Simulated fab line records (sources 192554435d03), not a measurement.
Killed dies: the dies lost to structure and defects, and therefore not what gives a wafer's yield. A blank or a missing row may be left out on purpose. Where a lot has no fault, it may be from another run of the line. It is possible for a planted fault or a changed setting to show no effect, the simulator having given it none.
Matching of chambers + flow n5Finfet + rieDiel-03 running N5_MOL_CONTACT_COAG_ETCHBACK_135: 4 sister chambers
The step etches SiO2 in CHF3, target depth 25 nm, time 16.7 s. 4 wafers are shown with their chamber, then 9 later ones without.

## WAFERS WITH THEIR CHAMBER
| wafer  | chamber | rfVppV (V) |
|--------|---------|------------|
| L080.4 | 3       | 497        |
| L088.3 | 1       | 525        |
| L089.4 | 0       | 529        |
| L089.5 | 2       | 535        |

## WAFERS WHOSE CHAMBER IS MISSING
| wafer  | rfVppV (V) |
|--------|------------|
| L092.2 | 534        |
| L092.3 | 529        |
| L092.4 | 525        |
| L093.1 | 522        |
| L093.3 | 505        |
| L093.6 | 536        |
| L095.1 | 530        |
| L095.3 | 534        |
| L095.4 | 505        |

## WHICH CHAMBER EACH WENT THROUGH
| wafer  | from the rows above          | in truth |
|--------|------------------------------|----------|
| L092.2 | can't be placed: 2 or 0      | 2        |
| L092.3 | can't be placed: 0 or 1 or 2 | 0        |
| L092.4 | can't be placed: 1 or 0      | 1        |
| L093.1 | can't be placed: 1 or 0      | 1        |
| L093.3 | 3                            | 3        |
| L093.6 | can't be placed: 2 or 0      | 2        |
| L095.1 | can't be placed: 0 or 1 or 2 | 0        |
| L095.3 | can't be placed: 2 or 0      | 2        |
| L095.4 | 3                            | 3        |
2 of 9 placed correctly. From these rows, 7 cannot be placed; in 7 the true chamber is one of the candidates. Wrongly placed: 0.
How it was worked out, from the rows above alone: a wafer's distance from a chamber is the root of the sum, over the readings, of the square of ((its reading less the chamber's mean) divided by the reading's scatter). The wafer belongs to the nearest chamber; if the next one is less than 2 further off, it can't be placed. Each chamber's mean is taken over the wafers shown for it. The scatter (one wafer shown for each chamber): square how far every hidden wafer sits from the nearest shown wafer, average those squares and take the square root.
